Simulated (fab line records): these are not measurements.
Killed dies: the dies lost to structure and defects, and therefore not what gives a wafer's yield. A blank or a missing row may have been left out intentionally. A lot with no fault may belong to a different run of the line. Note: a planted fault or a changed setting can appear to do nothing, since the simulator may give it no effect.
Lot-split experiment + flow n5Finfet + 7 lots, 39 wafers read, on a route of 1938 steps

## ON THE SPLIT
At N5_BEOL_M8_ALD_77 (deposits TaN, target thk 2 nm, pulse time 2 s, purge time 3 s), the setting aldCycles was moved away from the recipe's 40 on 12 of the 39 wafers read, by -42.5% to +20.0%. All remaining wafers had this setting at the recipe value.

Reading taken at the split's own step.

## THE READING
TaN_of_BEOL_M8_ALD_77.thkNm (the simulator's own value, which no gauge read), in nm, at N5_BEOL_M8_ALD_77 (deposits TaN, target thk 2 nm, pulse time 2 s, purge time 3 s). There is no usual value for it anywhere in the file.

| wafer  | tool, chamber at the split | aldCycles as run | against the recipe | TaN_of_BEOL_M8_ALD_77.thkNm, nm | against lot-mates on the recipe |
|--------|----------------------------|------------------|--------------------|---------------------------------|---------------------------------|
| L079.1 | aldMetal-02, 2,0,1         | 40               | recipe             | 2                               | -                               |
| L079.3 | aldMetal-02, 2,0,1         | 40               | recipe             | 2                               | -                               |
| L079.6 | aldMetal-02, 2,0,1         | 40               | recipe             | 2                               | -                               |
| L079.2 | aldMetal-02, 1,3,0         | 47               | +17.5%             | 2.4                             | +0.4                            |
| L079.4 | aldMetal-02, 1,3,0         | 47               | +17.5%             | 2.4                             | +0.4                            |
| L079.5 | aldMetal-02, 1,3,0         | 47               | +17.5%             | 2.4                             | +0.4                            |
| L078.2 | aldMetal-02, 3,1,2         | 40               | recipe             | 2                               | -                               |
| L078.3 | aldMetal-02, 3,1,2         | 40               | recipe             | 2                               | -                               |
| L078.4 | aldMetal-02, 3,1,2         | 40               | recipe             | 2                               | -                               |
| L084.1 | aldMetal-02, 3,2,1         | 48               | +20.0%             | 2.4                             | +0.4                            |
| L084.2 | aldMetal-02, 3,2,1         | 48               | +20.0%             | 2.4                             | +0.4                            |
| L084.6 | aldMetal-02, 3,2,1         | 48               | +20.0%             | 2.4                             | +0.4                            |
| L084.3 | aldMetal-02, 0,1,2         | 40               | recipe             | 2                               | -                               |
| L084.4 | aldMetal-02, 0,1,2         | 40               | recipe             | 2                               | -                               |
| L084.5 | aldMetal-02, 0,1,2         | 40               | recipe             | 2                               | -                               |
| L092.1 | aldMetal-01, 0,1,2         | 23               | -42.5%             | 1.2                             | -0.8                            |
| L092.5 | aldMetal-01, 0,1,2         | 23               | -42.5%             | 1.2                             | -0.8                            |
| L092.6 | aldMetal-01, 0,1,2         | 23               | -42.5%             | 1.2                             | -0.8                            |
| L092.2 | aldMetal-01, 1,2,0         | 40               | recipe             | 2                               | -                               |
| L092.3 | aldMetal-01, 1,2,0         | 40               | recipe             | 2                               | -                               |
| L092.4 | aldMetal-01, 1,2,0         | 40               | recipe             | 2                               | -                               |
| L093.1 | aldMetal-01, 2,1,0,2,0,1   | 40               | recipe             | 2                               | -                               |
| L093.2 | aldMetal-01, 2,1,0,2,0,1   | 40               | recipe             | 2                               | -                               |
| L093.3 | aldMetal-01, 2,1,0,2,0,1   | 40               | recipe             | 2                               | -                               |
| L093.4 | aldMetal-01, 2,1,0,2,0,1   | 40               | recipe             | 2                               | -                               |
| L093.5 | aldMetal-01, 2,1,0,2,0,1   | 40               | recipe             | 2                               | -                               |
| L093.6 | aldMetal-01, 2,1,0,2,0,1   | 40               | recipe             | 2                               | -                               |
| L094.1 | aldMetal-02, 0,1,3,2,1,0   | 40               | recipe             | 2                               | -                               |
| L094.2 | aldMetal-02, 0,1,3,2,1,0   | 40               | recipe             | 2                               | -                               |
| L094.3 | aldMetal-02, 0,1,3,2,1,0   | 40               | recipe             | 2                               | -                               |
| L094.4 | aldMetal-02, 0,1,3,2,1,0   | 40               | recipe             | 2                               | -                               |
| L094.5 | aldMetal-02, 0,1,3,2,1,0   | 40               | recipe             | 2                               | -                               |
| L094.6 | aldMetal-02, 0,1,3,2,1,0   | 40               | recipe             | 2                               | -                               |
| L095.1 | aldMetal-01, 3,2,2         | 40               | recipe             | 2                               | -                               |
| L095.3 | aldMetal-01, 3,2,2         | 40               | recipe             | 2                               | -                               |
| L095.5 | aldMetal-01, 3,2,2         | 40               | recipe             | 2                               | -                               |
| L095.2 | aldMetal-01, 0,0,3         | 24               | -40.0%             | 1.2                             | -0.8                            |
| L095.4 | aldMetal-01, 0,0,3         | 24               | -40.0%             | 1.2                             | -0.8                            |
| L095.6 | aldMetal-01, 0,0,3         | 24               | -40.0%             | 1.2                             | -0.8                            |
The file does not say which wafer passed through which chamber wherever a row lists several chambers: such a row stands for several wafers.

THE FIT
A straight line over all 39 wafers: TaN_of_BEOL_M8_ALD_77.thkNm changes by +0.0198 nm for each +1% of aldCycles; r = +1.00; the points scatter about the line by 0.018 nm.
The same after taking each lot's own level away (the mean of its wafers on the recipe; 39 wafers): +0.0198 nm for each +1%; r = +1.00; scatter 0.018 nm.
Per that fit: largest aldCycles move, reading shift of 0.84 nm.
The lots' own levels span 2.00 to 2.00 nm.
Hence the lot-to-lot level has little effect on the slope; both slopes agree.
Check: with one of the wafers moved furthest among these (-42.5%) left out of the fit, the line predicts -0.839 nm for it against its lot-mates. It came out at -0.8 nm against them.

## ADDITIONAL SPLITS CARRIED BY THESE WAFERS
Other splits were also applied to these wafers ahead of the reading. Each is held against what the fit with the lots' levels taken away leaves over:
| other split on the same wafers  | wafers away from the commonest value | r with TaN_of_BEOL_M8_ALD_77.thkNm (lot level and that fit taken away) |
|---------------------------------|--------------------------------------|------------------------------------------------------------------------|
| N5_BEOL_M2_TRENCH_ETCH_37 timeS | 18                                   | -0.21                                                                  |
| N5_BEOL_M3_ETCH_64 timeS        | 12                                   | +0.11                                                                  |
| N5_BEOL_M4_ALD_84 aldCycles     | 18                                   | +0.20                                                                  |

## FILE'S OWN FIT
TaN_of_BEOL_M8_ALD_77.thkNm changes by +0.0197 nm for each +1% of aldCycles, r = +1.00.
